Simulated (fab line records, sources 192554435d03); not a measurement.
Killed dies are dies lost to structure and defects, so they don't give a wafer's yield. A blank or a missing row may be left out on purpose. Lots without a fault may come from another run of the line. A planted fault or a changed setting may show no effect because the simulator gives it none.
fab line records | flow n5_finfet
record lots=9 wafers=27 last_day=20
route steps=1938 shown BEOL_M6@1228
lots that met no fault: from a run of the same line without faults
start_h: hours from the record's first day to the start of the lot's first wafer shown | wait_h: hours since the lot's step before | " the same as in the row above | L1.1+2: a row that stands for several wafers | - no value, or no start given | * or withheld: withheld | < > ~ a bound
route shown NAME@n: a module of which the file shows steps, and the number in the route of the first | usual: mean/standard deviation of fault-free wafers | same: alike in all rows | chamber/n: place in a boat | sites: the reading at each site | _std_site: their standard deviation | _edge_site: outer sites' mean less inner sites' | radius_mm: how far each site lies from the wafer's centre | mask NAME#n: copy n | behind: the tool/chamber that last shaped the wafer | hold: why the lot was held/for how many hours/how that ended | device: the transistor (n, p or np) that didn't switch | end of line: the same wafers' tests at the end of the route | a step without rows: its recipe alone | killed: dies lost to structure and defects at the first sort, not the wafer's yield | map: a wafer's dies, x killed, . not, _ none there
set.NAME: the setting as run; set.NAME@STEP: as run at that earlier step | model.NAME: the simulator's own value behind a step, which no gauge read
steps of the route over a sample of lots; a table a step, a row a wafer
services: from which hour (start_h, from the record's first day; less than 0 if before it) a tool's chamber was out of use, for how many hours, and why
## steps
# step N5_BEOL_M6_OVL_MEAS_29
# recipe points_per_wafer=522
# usual V5_OVL=-0.3/0.7
# columns lot.wafer tool chamber start_h wait_h V5_OVL[nm]
L128.1 overlay-02 0 214.15 0.0 -1.0
L128.2 " 0 " " -0.3
L128.4 " 0 " " -1.0
L129.2 overlay-01 0 214.47 0.0 1.1
L129.5 " 0 " " 0.7
L129.6 " 0 " " 0.5
L130.1 overlay-01 0 224.85 0.0 -1.1
L130.4 " 0 " " -0.2
L130.6 " 0 " " -0.6
L135.3 overlay-01 0 318.61 0.0 -0.7
L135.4 " 0 " " -0.2
L135.5 " 0 " " -0.6
L140.1 overlay-01 0 329.93 0.0 -0.8
L140.2 " 0 " " -0.6
L140.4 " 0 " " -1.4
L142.2 overlay-01 0 333.28 0.0 -1.0
L142.3 " 0 " " -0.6
L142.6 " 0 " " -0.8
L144.1 overlay-01 0 349.76 0.0 -0.2
L144.2 " 0 " " -0.3
L144.6 " 0 " " 0.5
L143.1 overlay-01 0 353.56 0.0 0.6
L143.3 " 0 " " 0.7
L143.6 " 0 " " 1.1
L148.2 overlay-01 0 378.01 0.0 -1.0
L148.3 " 0 " " -0.7
L148.6 " 0 " " -0.6
# step N5_BEOL_M6_STRIP_36
# recipe chemistry=N2/H2 power_w=450 temp_c=40 pressure_mtorr=20 rf_frequency_hz=6e+07 overash_fraction=0.3 bias_power_w=7 h2_frac=0.5 n2_flow_sccm=200 h2_flow_sccm=200
# usual bias_power_w=6.999/0.021 drypump_motor_current_A=5.9/0.46 oes_product_au=0.78/0.07 rf_vpp_V=59.5/1.5 showerhead_plenum_p_Torr=2.54/0.074 throttle_valve_pct=23.76/0.25
# columns lot.wafer tool chamber start_h wait_h bias_power_w drypump_motor_current_A oes_product_au rf_hours_counter_h rf_vpp_V showerhead_plenum_p_Torr throttle_valve_pct
L128.1 rie_diel-05 3 214.70 0.0 6.998 6.0 0.80 102 60.3 2.45 23.70
L128.2 " 2 " " 7.019 6.1 0.71 206 60.8 2.62 23.85
L128.4 " 0 " " 7.007 5.7 0.81 84 61.8 2.68 23.91
L129.2 rie_diel-05 0 215.44 0.0 6.997 5.7 0.81 84 58.6 2.68 23.91
L129.5 " 3 " " 7.003 6.0 0.81 - 59.9 2.45 23.69
L129.6 " 2 " " 7.011 6.0 0.73 - 58.3 2.62 23.84
L130.1 rie_diel-05 3 225.18 0.0 7.003 6.0 0.80 106 60.2 2.44 23.70
L130.4 " 2 " " 7.033 6.1 0.73 210 60.7 2.62 23.85
L130.6 " 3 " " 6.997 6.0 0.79 - 58.1 2.44 23.71
L135.3 rie_diel-01 0 318.92 0.0 7.004 6.5 0.81 102 57.3 2.46 23.67
L135.4 " 2 " " 6.976 5.0 0.89 33 58.8 2.58 23.14
L135.5 " 1 " " 7.021 5.6 0.72 - 56.5 2.51 24.03
L140.1 rie_diel-05 0 330.26 0.0 6.984 5.7 0.76 123 60.1 2.66 23.96
L140.2 " 3 " " 6.985 6.0 0.76 141 56.3 2.43 23.76
L140.4 " 2 " " 6.972 6.0 0.69 243 60.8 2.61 23.89
L142.2 rie_diel-04 0 333.61 0.0 7.001 6.2 0.84 44 59.6 2.58 23.41
L142.3 " 2 " " 6.993 5.5 0.68 231 58.2 2.50 24.09
L142.6 " 2 " " 6.968 5.6 0.68 - 59.8 2.50 24.10
L144.1 rie_diel-01 3 350.45 0.0 6.999 5.2 0.70 189 59.8 2.53 24.05
L144.2 " 2 " " 7.008 5.0 0.89 43 61.5 2.57 23.12
L144.6 " 0 " " 7.008 6.5 0.77 - 59.5 2.46 23.65
L143.1 rie_diel-05 0 354.01 0.0 7.009 5.7 0.76 131 60.7 2.66 23.99
L143.3 " 3 " " 6.972 6.0 0.76 149 61.7 2.43 23.75
L143.6 " 0 " " 7.030 5.7 0.76 - 59.4 2.66 23.98
L148.2 rie_diel-01 1 378.33 0.0 6.999 5.7 0.70 239 59.9 2.50 24.05
L148.3 " 3 " " 7.048 5.2 0.70 200 61.2 2.53 24.06
L148.6 " 0 " " 7.008 6.5 0.80 - 58.0 2.45 23.67
# step N5_BEOL_M6_TRENCH_ETCH_37
# recipe chemistry=C4F6/O2 target_depth_a=944.35 target=SiCOH_lowk time_s=31.5 ion_energy_ev=250 pressure_mtorr=30 source_w=345 bias_w=185 Ar_flow_sccm=300 C4F6_flow_sccm=10 O2_flow_sccm=10
# usual drypump_motor_current_A=5.9/0.47 oes_f_703_au=0.78/0.061 oes_o_777_au=0.78/0.06 oes_product_au=0.78/0.07 rf_fwd_power_W=340.4/2.2 rf_vpp_V=666/6.4 showerhead_plenum_p_Torr=2.85/0.075 throttle_valve_pct=21.03/0.22
# columns lot.wafer tool chamber start_h wait_h drypump_motor_current_A oes_f_703_au oes_o_777_au oes_product_au rf_fwd_power_W rf_hours_counter_h rf_vpp_V showerhead_plenum_p_Torr throttle_valve_pct
L128.1 rie_diel-05 3 214.74 - 5.9 0.81 0.81 0.80 340.9 102 660 2.76 21.14
L128.2 " 2 " " 6.1 0.73 0.73 0.72 343.6 206 667 2.93 21.23
L128.4 " 0 " " 5.7 0.80 0.80 0.80 336.1 84 672 3.00 21.08
L129.2 rie_diel-05 0 215.48 - 5.7 0.80 0.79 0.81 337.1 84 671 3.00 21.04
L129.5 " 3 " " 6.0 0.82 0.81 0.81 341.3 - 662 2.76 21.14
L129.6 " 2 " " 6.1 0.73 0.73 0.72 343.8 - 666 2.93 21.21
L130.1 rie_diel-05 3 225.22 - 6.0 0.80 0.80 0.81 340.9 106 662 2.76 21.16
L130.4 " 2 " " 6.1 0.74 0.74 0.72 340.4 210 666 2.93 21.22
L130.6 " 3 " " 6.0 0.81 0.81 0.80 340.5 - 661 2.76 21.15
L135.3 rie_diel-01 0 318.96 - 6.5 0.79 0.79 0.81 339.4 102 669 2.77 20.94
L135.4 " 2 " " 5.0 0.88 0.87 0.90 340.7 33 680 2.90 20.60
L135.5 " 1 " " 5.7 0.73 0.73 0.73 343.2 - 662 2.82 21.17
L140.1 rie_diel-05 0 330.30 - 5.7 0.60 0.62 0.73 276.0 123 743 2.98 21.12
L140.2 " 3 " " 6.0 0.78 0.77 0.77 342.5 141 661 2.74 21.22
L140.4 " 2 " " 6.0 0.71 0.70 0.69 343.5 243 666 2.91 21.27
L142.2 rie_diel-04 0 333.65 - 6.2 0.83 0.83 0.84 341.5 44 675 2.89 20.74
L142.3 " 2 " " 5.6 0.67 0.68 0.67 343.7 231 663 2.82 21.35
L142.6 " 2 " " 5.5 0.68 0.67 0.66 343.0 - 663 2.82 21.34
L144.1 rie_diel-01 3 350.49 - 5.2 0.74 0.73 0.72 338.0 189 653 2.83 21.30
L144.2 " 2 " " 5.0 0.86 0.86 0.89 339.5 43 681 2.90 20.61
L144.6 " 0 " " 6.5 0.77 0.78 0.79 339.9 - 669 2.76 20.99
L143.1 rie_diel-05 0 354.05 - 5.7 0.58 0.61 0.73 275.4 131 743 2.97 21.11
L143.3 " 3 " " 6.0 0.77 0.77 0.76 340.6 149 662 2.74 21.23
L143.6 " 0 " " 5.7 0.59 0.61 0.72 275.7 - 744 2.97 21.13
L148.2 rie_diel-01 1 378.37 - 5.6 0.71 0.71 0.71 340.4 239 661 2.81 21.19
L148.3 " 3 " " 5.1 0.73 0.73 0.71 339.9 200 654 2.82 21.32
L148.6 " 0 " " 6.5 0.76 0.77 0.78 337.9 - 669 2.76 20.99
# step N5_BEOL_M6_STRIP_80
# recipe chemistry=N2/H2 time_s=10 power_w=450 temp_c=40 pressure_mtorr=20 rf_frequency_hz=6e+07 bias_power_w=7 n2_flow_sccm=200 h2_flow_sccm=200
# usual bias_power_w=7.002/0.021 drypump_motor_current_A=5.9/0.47 oes_product_au=0.78/0.071 rf_vpp_V=59.2/0.87 showerhead_plenum_p_Torr=2.54/0.074 throttle_valve_pct=23.76/0.25
# columns lot.wafer tool chamber start_h wait_h bias_power_w drypump_motor_current_A oes_product_au rf_hours_counter_h rf_vpp_V showerhead_plenum_p_Torr throttle_valve_pct
L128.1 rie_diel-05 3 - - 7.023 6.0 0.80 102 57.3 2.45 23.70
L128.2 " 2 " " 7.012 6.0 0.72 206 60.5 2.62 23.83
L128.4 " 0 " " 7.007 5.7 0.82 84 58.7 2.68 23.90
L129.2 rie_diel-05 0 - - 7.008 5.7 0.81 84 58.8 2.68 23.90
L129.5 " 3 " " 6.991 6.0 0.80 - 58.5 2.45 23.71
L129.6 " 2 " " 6.979 6.1 0.72 - 58.6 2.62 23.83
L130.1 rie_diel-05 3 - - 7.012 6.0 0.80 106 58.8 2.44 23.71
L130.4 " 2 " " 7.031 6.1 0.72 210 61.0 2.62 23.85
L130.6 " 3 " " 7.022 6.0 0.80 - 58.4 2.44 23.73
L135.3 rie_diel-01 0 - - 7.037 6.5 0.80 102 57.6 2.46 23.66
L135.4 " 2 " " 7.031 4.9 0.90 33 60.1 2.58 23.11
L135.5 " 1 " " 6.984 5.6 0.71 - 58.4 2.51 24.02
L140.1 rie_diel-05 0 - - 6.999 5.7 0.77 123 59.9 2.66 23.95
L140.2 " 3 " " 6.999 6.0 0.77 141 59.7 2.43 23.76
L140.4 " 2 " " 7.008 6.0 0.69 243 58.5 2.61 23.91
L142.2 rie_diel-04 0 - - 7.001 6.2 0.85 44 59.5 2.58 23.45
L142.3 " 2 " " 6.979 5.5 0.67 231 60.0 2.50 24.08
L142.6 " 2 " " 6.995 5.6 0.68 - 58.8 2.50 24.09
L144.1 rie_diel-01 3 - - 7.011 5.2 0.71 190 61.0 2.53 24.05
L144.2 " 2 " " 6.993 5.0 0.88 43 59.8 2.57 23.11
L144.6 " 0 " " 7.020 6.5 0.79 - 61.0 2.45 23.67
L143.1 rie_diel-05 0 - - 7.007 5.7 0.76 131 60.4 2.66 23.97
L143.3 " 3 " " 7.005 6.0 0.76 149 58.9 2.43 23.77
L143.6 " 0 " " 7.002 5.7 0.76 - 58.2 2.66 23.96
L148.2 rie_diel-01 1 - - 7.033 5.6 0.70 239 58.5 2.50 24.06
L148.3 " 3 " " 7.054 5.2 0.69 200 60.4 2.53 24.05
L148.6 " 0 " " 7.015 6.5 0.78 - 59.3 2.45 23.69
# step N5_BEOL_M6_OCD_MEAS_38
# usual trench_depth_nm=94.1/1.3
# columns lot.wafer tool chamber start_h wait_h trench_depth_nm
L128.1 ocd-01 - 214.89 - 93.3
L128.2 " - " " 92.8
L128.4 " - " " 92.8
L129.2 ocd-01 - 215.64 - 93.9
L129.5 " - " " 94.6
L129.6 " - " " 94.0
L130.1 ocd-02 - 225.37 - 95.3
L130.4 " - " " 93.8
L130.6 " - " " 93.7
L135.3 ocd-02 - 319.12 - 95.0
L135.4 " - " " 96.8
L135.5 " - " " 94.8
L140.1 ocd-01 - 330.46 - 86.6
L140.2 " - " " 94.9
L140.4 " - " " 92.3
L142.2 ocd-01 - 333.80 - 94.0
L142.3 " - " " 91.7
L142.6 " - " " 91.4
L144.1 ocd-01 - 350.65 - 94.3
L144.2 " - " " 95.4
L144.6 " - " " 94.1
L143.1 ocd-01 - 354.20 - 86.5
L143.3 " - " " 94.1
L143.6 " - " " 86.3
L148.2 ocd-02 - 378.52 - 92.9
L148.3 " - " " 93.5
L148.6 " - " " 93.6
# step N5_BEOL_M6_THK_MEAS_53
# recipe thk_meas_gauge=xrf reads=Cu_of_BEOL_M6_ECD_50
# usual M6_THK=78.7/1.6
# columns lot.wafer tool chamber start_h wait_h M6_THK[nm]
L128.1 film_metro-02 - 217.46 - 77.8
L128.2 " - " " 77.6
L128.4 " - " " 78.5
L129.2 film_metro-01 - 218.90 - 80.0
L129.5 " - " " 78.3
L129.6 " - " " 78.4
L130.1 film_metro-02 - 229.60 - 79.9
L130.4 " - " " 80.9
L130.6 " - " " 79.2
L135.3 film_metro-01 - 323.97 - 81.1
L135.4 " - " " 81.0
L135.5 " - " " 80.1
L140.1 film_metro-02 - 332.53 - 70.3
L140.2 " - " " 78.2
L140.4 " - " " 75.7
L142.2 film_metro-02 - 336.66 - 78.7
L142.3 " - " " 75.9
L142.6 " - " " 77.2
L144.1 film_metro-02 - 355.03 - 81.0
L144.2 " - " " 81.0
L144.6 " - " " 80.1
L143.1 film_metro-02 - 357.72 - 72.1
L143.3 " - " " 78.4
L143.6 " - " " 72.1
L148.2 film_metro-02 - 383.79 - 77.6
L148.3 " - " " 77.9
L148.6 " - " " 76.5
# step N5_BEOL_M6_RS_MEAS_57
# recipe thk_meas_gauge=four-point-probe reads=Cu_of_BEOL_M6_ECD_50+Co_of_BEOL_M6_CVD_78+TaN_of_BEOL_M6_ALD_77
# usual M6_RS=0.288/0.0064
# columns lot.wafer tool chamber start_h wait_h M6_RS[ohm/sq]
L128.1 film_metro-01 - 217.60 0.1 0.288
L128.2 " - " " 0.293
L128.4 " - " " 0.287
L129.2 film_metro-02 - 219.03 0.1 0.278
L129.5 " - " " 0.285
L129.6 " - " " 0.285
L130.1 film_metro-02 - 229.73 0.1 0.288
L130.4 " - " " 0.283
L130.6 " - " " 0.289
L135.3 film_metro-02 - 324.10 0.1 0.280
L135.4 " - " " 0.278
L135.5 " - " " 0.283
L140.1 film_metro-01 - 332.66 0.1 0.327
L140.2 " - " " 0.286
L140.4 " - " " 0.296
L142.2 film_metro-02 - 336.79 0.1 0.286
L142.3 " - " " 0.298
L142.6 " - " " 0.293
L144.1 film_metro-01 - 355.16 0.1 0.282
L144.2 " - " " 0.283
L144.6 " - " " 0.287
L143.1 film_metro-02 - 357.85 0.1 0.321
L143.3 " - " " 0.291
L143.6 " - " " 0.322
L148.2 film_metro-01 - 383.92 0.1 0.292
L148.3 " - " " 0.290
L148.6 " - " " 0.296
## services
# columns tool chamber start_h hours kind
rie_diel-01 2 190.80 1.6 repair
rie_diel-01 2 204.69 - clean
rie_diel-01 2 204.69 - consumable_replace:focus_ring
rie_diel-01 2 204.69 23.2 scheduled_down
rie_diel-01 2 204.69 23.2 vent_cycle
rie_diel-04 0 214.62 7.9 repair
rie_diel-05 - 236.95 2.4 repair
rie_diel-04 2 287.32 7.5 repair
rie_diel-04 2 308.08 5.8 repair
rie_diel-05 2 313.06 5.9 repair
rie_diel-04 2 326.28 1.8 repair
rie_diel-05 2 352.26 - clean
rie_diel-05 2 352.26 - consumable_replace:focus_ring
rie_diel-05 2 352.26 21.1 scheduled_down
rie_diel-05 2 352.26 21.1 vent_cycle
## key
first_sign step=N5_BEOL_M6_TRENCH_ETCH_37 reading=rf_fwd_power_W direction=down sigmas=30 usual=* struck=*
effect step=N5_BEOL_M6_TRENCH_ETCH_37 reading=rf_vpp_V direction=up sigmas=12 usual=666 struck=744
effect step=N5_BEOL_M6_OCD_MEAS_38 reading=trench_depth_nm direction=down sigmas=5.9 usual=94.1 struck=86.5
effect step=N5_BEOL_M6_THK_MEAS_53 reading=M6_THK direction=down sigmas=4.5 usual=78.7 struck=71.5
effect step=N5_BEOL_M6_RS_MEAS_57 reading=M6_RS direction=up sigmas=5.5 usual=0.288 struck=0.323
met_at N5_BEOL_M6_TRENCH_ETCH_37
struck_lots L140,L143
struck_wafers L140.1,L143.1,L143.6
not_acting_at N5_BEOL_M6_OVL_MEAS_29,N5_BEOL_M6_STRIP_36,N5_BEOL_M6_STRIP_80
onset_between 215.48 330.30
fault kind=process_parameter_drift tool=rie_diel-05 chamber=0 onset_h=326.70 steps=N5_BEOL_M6_TRENCH_ETCH_37 channel=source_w offset=-62.1 shape=step end_h=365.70 acts_in=these_recipes_only stated=345
